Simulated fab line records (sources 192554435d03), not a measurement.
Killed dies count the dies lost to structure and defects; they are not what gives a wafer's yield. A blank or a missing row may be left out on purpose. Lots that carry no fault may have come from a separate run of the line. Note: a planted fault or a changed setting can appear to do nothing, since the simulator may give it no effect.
2 desks, one fault -- flow n5 finfet -- only its own numbers are on each desk; what lay behind them is given at the end

== AT THE TOOL OWNER'S DESK: pecvd-04 ==
The tool's own readings at N5_BEOL_M13_ILD_DEP_00 (deposits SiOC from DEMS/O2, target thk 837.92 nm, time 166.4 s): means of the sampled wafers that have a number, for each lot that ran on this tool. Any lot whose mean is over 4 standard deviations away from the usual mean is out of limits and marked OUT; that distance is given in the brackets.
Columns: A = heater power w at N5_BEOL_M13_ILD_DEP_00, usual 445 W; B = showerhead plenum p Torr at N5_BEOL_M13_ILD_DEP_00, usual 5.689 Torr; C = showerhead vpp V at N5_BEOL_M13_ILD_DEP_00, usual 1378 V; D = susceptor temp C at N5_BEOL_M13_ILD_DEP_00, usual 350.02 C; E = throttle valve pct at N5_BEOL_M13_ILD_DEP_00, usual 11.9 %
lot,first seen here,A,B,C,D,E
L410,day 12 01:02,476,5.697,1357,350.26,11.4
L411,day 12 07:47,466,5.666,1400,350.16,11.4
L414,day 13 14:29,454,5.673,1403,354.61 (+24) OUT,11.3
L415,day 13 20:52,504,5.694,1304,354.49 (+24) OUT,11.6
L427,day 16 14:22,436,5.689,1349,349.94,11.4
L428,day 16 15:58,442,5.684,1349,350.14,11.3
This desk's verdict: out of limits on L414, L415, starting with L414 at day 13 14:29 (susceptor temp C at N5_BEOL_M13_ILD_DEP_00). Within limits: L410, L411, L427, L428.

== FROM THE METROLOGY DESK ==
Lot by lot, what the gauges showed, no matter which tool ran the lot: averages of those sampled wafers that carry a number. Any lot whose mean is over 4 standard deviations away from the usual mean is out of limits and marked OUT; that distance is given in the brackets.
Columns: A = trench depth nm at N5_BEOL_M12_OCD_MEAS_35, usual 318 nm
lot,first seen here,A
L410,day 11 22:11,317
L411,day 12 02:17,320
L414,day 13 05:22,326
L417,day 13 10:23,316
L415,day 13 14:22,314
L425,day 15 10:24,323
L424,day 15 21:21,317
L427,day 16 09:19,320
L428,day 16 09:47,311
L429,day 17 03:30,324
This desk's verdict: no lot among the 10 shows anything out of limits.

== TAKEN TOGETHER ==
At day 13 14:29, on L414, L415, the tool owner's desk was in a position to raise an alarm.
At the metrology desk, nothing out of limits was observed.
The metrology desk has L414, L415 on record, within its limits.
All the named lots went through N5_BEOL_M13_ILD_DEP_00 on pecvd-04.

== WHAT HAD BEEN PUT IN BY THE SIMULATOR ==
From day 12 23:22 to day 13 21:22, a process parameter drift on pecvd-04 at N5_BEOL_M13_ILD_DEP_00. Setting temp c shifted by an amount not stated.
Shown lots that were struck: L414, L415.
Each desk's first reading out of limits, in hours after the fault started: the tool owner's desk, 15.
